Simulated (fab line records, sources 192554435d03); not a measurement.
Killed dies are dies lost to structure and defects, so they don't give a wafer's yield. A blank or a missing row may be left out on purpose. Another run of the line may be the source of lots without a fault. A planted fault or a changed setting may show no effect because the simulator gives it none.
Split-lot trial -- flow n5 finfet -- route with 1938 steps; 7 lots, 21 wafers read

ON THE SPLIT
At N5_BEOL_M4_ILD_DEP_00 (deposits SiOC from DEMS/O2, target thk 79 nm, time 15.3 s), the setting time s was moved away from the recipe's 15.3 s on 6 of the 21 wafers read, by -14.4% to +14.3%. The other wafers ran this setting at the recipe's value.

Split to reading: the file shows no intervening step.

THE READING
At N5_BEOL_M4_THK_MEAS_01: M4_ILD_THK, given in nm. Typical for fault-free wafers on this fab line: 79.1 nm, with standard deviation 1.1 nm.

wafer,"tool, chamber at the split","time s as run, s",against the recipe,"M4_ILD_THK, nm",against lot-mates on the recipe
L074.1,"pecvd-02, 1",15.3,recipe,80.9,-
L074.2,"pecvd-02, 0",17.49,+14.3%,91.7,+11.1
L074.3,"pecvd-02, 2",15.3,recipe,80.3,-
L077.3,"pecvd-04, 2",17.23,+12.6%,88.0,+8.8
L077.4,"pecvd-04, 1",15.3,recipe,79.9,-
L077.5,"pecvd-04, 0",15.3,recipe,78.6,-
L078.2,"pecvd-01, 0",15.3,recipe,79.3,-
L078.4,"pecvd-01, 0",15.3,recipe,80.3,-
L078.5,"pecvd-01, 2",15.3,recipe,78.9,-
L081.3,"pecvd-01, 0",13.1,-14.4%,67.0,-13.2
L081.4,"pecvd-01, 2",13.1,-14.4%,66.8,-13.4
L081.5,"pecvd-01, 0",15.3,recipe,80.2,-
L084.1,"pecvd-04, 1,0",15.3,recipe,77.9,-
L084.4,"pecvd-04, 1",15.3,recipe,78.6,-
L084.5,"pecvd-04, 1,0",15.3,recipe,77.9,-
L087.1,"pecvd-02, 2",15.3,recipe,78.4,-
L087.3,"pecvd-02, 1",15.3,recipe,78.0,-
L087.4,"pecvd-02, 2",15.3,recipe,80.6,-
L094.3,"pecvd-04, 0",15.3,recipe,77.5,-
L094.4,"pecvd-04, 0",13.88,-9.3%,71.5,-6.0
L094.6,"pecvd-04, 2",13.88,-9.3%,72.2,-5.3
When a row names more than one chamber, that row covers several wafers, and the file does not tell which wafer ran in which chamber.

THE FIT
A straight line over all 21 wafers: M4_ILD_THK changes by +0.819 nm for each +1% of time s; r = +0.98; the points scatter about the line by 1.1 nm.
The same after taking each lot's own level away (the mean of its wafers on the recipe; 21 wafers): +0.795 nm for each +1%; r = +0.98; scatter 1.1 nm.
Per that fit: largest time s move, reading shift of 11 nm.
From 77.50 to 80.60 nm: that is the span of the lots' own levels, equal to 2.8 times the standard deviation above.
The two slopes agree, so the slope changes little with the lot-to-lot level.
Check: -11 nm against its lot-mates is what the line predicts for one of the wafers moved furthest among these (-14.4%) when that wafer is left out of the fit. Against them it came out at -13.2 nm.

THE WHOLE CHAIN: every reading that the file lists as answering this split, in the file's order
step,what it does,reading,change (the file's fit),r (the file's)
N5_BEOL_M4_ILD_DEP_00,"deposits SiOC from DEMS/O2, target thk 79 nm, time 15.3 s","SiOC_of_BEOL_M4_ILD_DEP_00.thk nm (the simulator's own value, which no gauge read)",+0.78 nm for each +1% of the setting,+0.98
N5_BEOL_M4_THK_MEAS_01,,M4_ILD_THK,+0.781 for each +1% of the setting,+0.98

THE FILE'S OWN FIT
M4_ILD_THK changes by +0.781 nm for each +1% of time s, r = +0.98.
